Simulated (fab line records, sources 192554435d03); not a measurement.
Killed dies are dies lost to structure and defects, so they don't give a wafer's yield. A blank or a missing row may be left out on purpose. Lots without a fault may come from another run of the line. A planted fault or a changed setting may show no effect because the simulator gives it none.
Split-lot experiment | flow n5_finfet | 7 lots, 21 wafers read, on a route of 1938 steps

THE SPLIT
At N5_HKMG_FIN_COAT_43 (resist thk 90 nm), the setting spin_rpm was moved away from the recipe's 1500 rpm on 8 of the 21 wafers read, by -6.9% to +6.5%. The other wafers ran this setting at the recipe's value.

The file shows no step between the split and the reading.

THE READING
CAR-ArF_of_HKMG_FIN_COAT_43.thk_nm (the simulator's own value, which no gauge read), in nm, at N5_HKMG_FIN_ETCH_54 (etches SiARC in CF4, target depth 45.5 nm, time 75.8 s). The file gives no usual value for it. The 13 wafers here that ran the recipe average 50.9 nm, standard deviation 0.2 nm.

wafer  | tool, chamber at the split | spin_rpm as run, rpm | against the recipe | CAR-ArF_of_HKMG_FIN_COAT_43.thk_nm, nm | against lot-mates on the recipe
L077.1 | litho_track-02, 0          | 1397                 | -6.9%              | 54                                     | +3.4
L077.2 | litho_track-02, 0          | 1397                 | -6.9%              | 53.6                                   | +3.0
L077.6 | litho_track-02, 0          | 1500                 | recipe             | 50.6                                   | -
L079.2 | litho_track-04, 0          | 1500                 | recipe             | 50.8                                   | -
L079.4 | litho_track-04, 0          | 1500                 | recipe             | 51                                     | -
L079.6 | litho_track-04, 0          | 1500                 | recipe             | 51                                     | -
L080.3 | litho_track-01, 0          | 1581                 | +5.4%              | 48.6                                   | -2.3
L080.4 | litho_track-01, 0          | 1500                 | recipe             | 50.8                                   | -
L080.6 | litho_track-01, 0          | 1500                 | recipe             | 51                                     | -
L081.1 | litho_track-01, 0          | 1598                 | +6.5%              | 48.2                                   | no lot-mate on the recipe
L081.2 | litho_track-01, 0          | 1598                 | +6.5%              | 48.2                                   | no lot-mate on the recipe
L081.3 | litho_track-01, 0          | 1598                 | +6.5%              | 48.4                                   | no lot-mate on the recipe
L083.1 | litho_track-04, 0          | 1500                 | recipe             | 51                                     | -
L083.3 | litho_track-04, 0          | 1500                 | recipe             | 51                                     | -
L083.6 | litho_track-04, 0          | 1551                 | +3.4%              | 49.6                                   | -1.4
L085.2 | litho_track-02, 0          | 1500                 | recipe             | 51.4                                   | -
L085.4 | litho_track-02, 0          | 1500                 | recipe             | 51.2                                   | -
L085.6 | litho_track-02, 0          | 1596                 | +6.4%              | 48.2                                   | -3.1
L096.4 | litho_track-01, 0          | 1500                 | recipe             | 50.8                                   | -
L096.5 | litho_track-01, 0          | 1500                 | recipe             | 50.8                                   | -
L096.6 | litho_track-01, 0          | 1500                 | recipe             | 50.8                                   | -

THE FIT
A straight line over all 21 wafers: CAR-ArF_of_HKMG_FIN_COAT_43.thk_nm changes by -0.416 nm for each +1% of spin_rpm; r = -0.99; the points scatter about the line by 0.18 nm.
The same after taking each lot's own level away (the mean of its wafers on the recipe; 18 wafers): -0.46 nm for each +1%; r = -1.00; scatter 0.12 nm.
On that fit, the largest move of spin_rpm shifts the reading by 3.2 nm.
The lots' own levels span 50.60 to 51.30 nm, that is 3.5 times the standard deviation above.
So the lot-to-lot level changes the slope little: the two slopes agree.
Check: with one of the wafers moved furthest among these (-6.9%) left out of the fit, the line predicts +3.06 nm for it against its lot-mates. It came out at +3.4 nm against them.

OTHER SPLITS ON THESE WAFERS
These wafers also went through other splits before the reading. Each is held against what the fit with the lots' levels taken away leaves over:
other split on the same wafers | wafers away from the commonest value | r with CAR-ArF_of_HKMG_FIN_COAT_43.thk_nm (lot level and that fit taken away)
N5_SD_EPI_P_COAT_35 spin_rpm   | 4                                    | +0.50

THE WHOLE CHAIN: every reading that the file lists as answering this split, in the file's order
step                | what it does                                           | reading                                                                             | change (the file's fit)               | r (the file's)
N5_HKMG_FIN_COAT_43 | resist thk 90 nm                                       | CAR-ArF_of_HKMG_FIN_COAT_43.thk_nm (the simulator's own value, which no gauge read) | -0.449 nm for each +1% of the setting | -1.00
N5_HKMG_FIN_ETCH_54 | etches SiARC in CF4, target depth 45.5 nm, time 75.8 s | CAR-ArF_of_HKMG_FIN_COAT_43.thk_nm (the simulator's own value, which no gauge read) | -0.458 nm for each +1% of the setting | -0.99

THE FILE'S OWN FIT
CAR-ArF_of_HKMG_FIN_COAT_43.thk_nm changes by -0.458 nm for each +1% of spin_rpm, r = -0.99.
